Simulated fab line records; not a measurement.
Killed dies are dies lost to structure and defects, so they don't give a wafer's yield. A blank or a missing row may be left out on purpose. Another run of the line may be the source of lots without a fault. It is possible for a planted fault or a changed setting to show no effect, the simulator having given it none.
Lot-split experiment || flow n5 finfet || 7 lots, 21 wafers read, on a route of 1938 steps

## SPLIT DETAILS
At N5_MOL_CONTACT_COAG_CVD_140 (deposits W, target thk 66.5 nm, time 215 s), the setting target thk a was moved away from the recipe's 665 angstrom on 5 of the 21 wafers read, by -8.4% to +12.2%. This setting was run at the recipe's value on the other wafers.

Reading taken at the split's own step.

## THE READING
W_of_MOL_CONTACT_COAG_CVD_140.thk nm (the simulator's own value, which no gauge read), in nm, at N5_MOL_CONTACT_COAG_CVD_140 (deposits W, target thk 66.5 nm, time 215 s). No usual value for it is given in the file. Across the 16 wafers here that went through the recipe, the average is 66.9 nm and the standard deviation 0.38 nm.

{"wafer": "L074.1", "tool, chamber at the split": "cvd w-01, 0", "target thk a as run, angstrom": 665, "against the recipe": "recipe", "W_of_MOL_CONTACT_COAG_CVD_140.thk nm, nm": 66.4, "against lot-mates on the recipe": "-"}
{"wafer": "L074.4", "tool, chamber at the split": "cvd w-01, 1", "target thk a as run, angstrom": 665, "against the recipe": "recipe", "W_of_MOL_CONTACT_COAG_CVD_140.thk nm, nm": 66.8, "against lot-mates on the recipe": "-"}
{"wafer": "L074.6", "tool, chamber at the split": "cvd w-01, 0", "target thk a as run, angstrom": 746.4, "against the recipe": "+12.2%", "W_of_MOL_CONTACT_COAG_CVD_140.thk nm, nm": 74.8, "against lot-mates on the recipe": "+8.2"}
{"wafer": "L078.1", "tool, chamber at the split": "cvd w-02, 0", "target thk a as run, angstrom": 665, "against the recipe": "recipe", "W_of_MOL_CONTACT_COAG_CVD_140.thk nm, nm": 67.2, "against lot-mates on the recipe": "-"}
{"wafer": "L078.2", "tool, chamber at the split": "cvd w-02, 1", "target thk a as run, angstrom": 732.8, "against the recipe": "+10.2%", "W_of_MOL_CONTACT_COAG_CVD_140.thk nm, nm": 74.8, "against lot-mates on the recipe": "+7.7"}
{"wafer": "L078.5", "tool, chamber at the split": "cvd w-02, 0", "target thk a as run, angstrom": 665, "against the recipe": "recipe", "W_of_MOL_CONTACT_COAG_CVD_140.thk nm, nm": 67, "against lot-mates on the recipe": "-"}
{"wafer": "L081.1", "tool, chamber at the split": "cvd w-02, 1", "target thk a as run, angstrom": 665, "against the recipe": "recipe", "W_of_MOL_CONTACT_COAG_CVD_140.thk nm, nm": 67.4, "against lot-mates on the recipe": "-"}
{"wafer": "L081.4", "tool, chamber at the split": "cvd w-02, 0", "target thk a as run, angstrom": 665, "against the recipe": "recipe", "W_of_MOL_CONTACT_COAG_CVD_140.thk nm, nm": 67.2, "against lot-mates on the recipe": "-"}
{"wafer": "L081.6", "tool, chamber at the split": "cvd w-02, 1", "target thk a as run, angstrom": 665, "against the recipe": "recipe", "W_of_MOL_CONTACT_COAG_CVD_140.thk nm, nm": 67, "against lot-mates on the recipe": "-"}
{"wafer": "L083.1", "tool, chamber at the split": "cvd w-01, 0,1,1", "target thk a as run, angstrom": 665, "against the recipe": "recipe", "W_of_MOL_CONTACT_COAG_CVD_140.thk nm, nm": 67.4, "against lot-mates on the recipe": "-"}
{"wafer": "L083.2", "tool, chamber at the split": "cvd w-01, 0,1,1", "target thk a as run, angstrom": 665, "against the recipe": "recipe", "W_of_MOL_CONTACT_COAG_CVD_140.thk nm, nm": 67.4, "against lot-mates on the recipe": "-"}
{"wafer": "L083.4", "tool, chamber at the split": "cvd w-01, 0,1,1", "target thk a as run, angstrom": 665, "against the recipe": "recipe", "W_of_MOL_CONTACT_COAG_CVD_140.thk nm, nm": 67.4, "against lot-mates on the recipe": "-"}
{"wafer": "L084.2", "tool, chamber at the split": "cvd w-01, 0", "target thk a as run, angstrom": 665, "against the recipe": "recipe", "W_of_MOL_CONTACT_COAG_CVD_140.thk nm, nm": 66.4, "against lot-mates on the recipe": "-"}
{"wafer": "L084.3", "tool, chamber at the split": "cvd w-01, 1", "target thk a as run, angstrom": 665, "against the recipe": "recipe", "W_of_MOL_CONTACT_COAG_CVD_140.thk nm, nm": 67, "against lot-mates on the recipe": "-"}
{"wafer": "L084.6", "tool, chamber at the split": "cvd w-01, 1", "target thk a as run, angstrom": 665, "against the recipe": "recipe", "W_of_MOL_CONTACT_COAG_CVD_140.thk nm, nm": 66.6, "against lot-mates on the recipe": "-"}
{"wafer": "L093.3", "tool, chamber at the split": "cvd w-02, 1", "target thk a as run, angstrom": 665, "against the recipe": "recipe", "W_of_MOL_CONTACT_COAG_CVD_140.thk nm, nm": 66.8, "against lot-mates on the recipe": "-"}
{"wafer": "L093.4", "tool, chamber at the split": "cvd w-02, 0", "target thk a as run, angstrom": 665, "against the recipe": "recipe", "W_of_MOL_CONTACT_COAG_CVD_140.thk nm, nm": 66.4, "against lot-mates on the recipe": "-"}
{"wafer": "L093.6", "tool, chamber at the split": "cvd w-02, 1", "target thk a as run, angstrom": 621.3, "against the recipe": "-6.6%", "W_of_MOL_CONTACT_COAG_CVD_140.thk nm, nm": 62, "against lot-mates on the recipe": -4.6}
{"wafer": "L094.1", "tool, chamber at the split": "cvd w-02, 0", "target thk a as run, angstrom": 665, "against the recipe": "recipe", "W_of_MOL_CONTACT_COAG_CVD_140.thk nm, nm": 66.4, "against lot-mates on the recipe": "-"}
{"wafer": "L094.5", "tool, chamber at the split": "cvd w-02, 1,0", "target thk a as run, angstrom": 609.1, "against the recipe": "-8.4%", "W_of_MOL_CONTACT_COAG_CVD_140.thk nm, nm": 61.8, "against lot-mates on the recipe": -4.6}
{"wafer": "L094.6", "tool, chamber at the split": "cvd w-02, 1,0", "target thk a as run, angstrom": 609.1, "against the recipe": "-8.4%", "W_of_MOL_CONTACT_COAG_CVD_140.thk nm, nm": 61.8, "against lot-mates on the recipe": -4.6}
Where a row lists several chambers, the file gives one row for several wafers and doesn't say which wafer went through which chamber.

THE FIT
A straight line over all 21 wafers: W_of_MOL_CONTACT_COAG_CVD_140.thk nm changes by +0.674 nm for each +1% of target thk a; r = +0.99; the points scatter about the line by 0.47 nm.
The same after taking each lot's own level away (the mean of its wafers on the recipe; 21 wafers): +0.654 nm for each +1%; r = +0.99; scatter 0.39 nm.
According to that fit, moving target thk a by its largest amount changes the reading by 8 nm.
From 66.40 to 67.40 nm: that is the span of the lots' own levels, equal to 2.6 times the standard deviation above.
The two slopes agree, so the slope changes little with the lot-to-lot level.
Check: with one of the wafers moved furthest among these (+12.2%) left out of the fit, the line predicts +8.09 nm for it against its lot-mates. Against them it came out at +8.2 nm.

## ADDITIONAL SPLITS CARRIED BY THESE WAFERS
Note: prior to the reading, these wafers also went through further splits. Each is held against what the fit with the lots' levels taken away leaves over:
{"other split on the same wafers": "N5_HKMG_FIN_COAT_30 spin rpm", "wafers away from the commonest value": 11, "r with W_of_MOL_CONTACT_COAG_CVD_140.thk nm (lot level and that fit taken away)": "+0.11"}
{"other split on the same wafers": "N5_HKMG_FIN_ETCH_32 h2 flow sccm", "wafers away from the commonest value": 7, "r with W_of_MOL_CONTACT_COAG_CVD_140.thk nm (lot level and that fit taken away)": -0.14}
{"other split on the same wafers": "N5_MOL_CONTACT_COAG_ALD_27 time s", "wafers away from the commonest value": 7, "r with W_of_MOL_CONTACT_COAG_CVD_140.thk nm (lot level and that fit taken away)": -0.14}
{"other split on the same wafers": "N5_MOL_CONTACT_COAG_COAT_77 spin rpm", "wafers away from the commonest value": 7, "r with W_of_MOL_CONTACT_COAG_CVD_140.thk nm (lot level and that fit taken away)": -0.10}

## THE FILE'S OWN FIT
W_of_MOL_CONTACT_COAG_CVD_140.thk nm changes by +0.674 nm for each +1% of target thk a, r = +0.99.
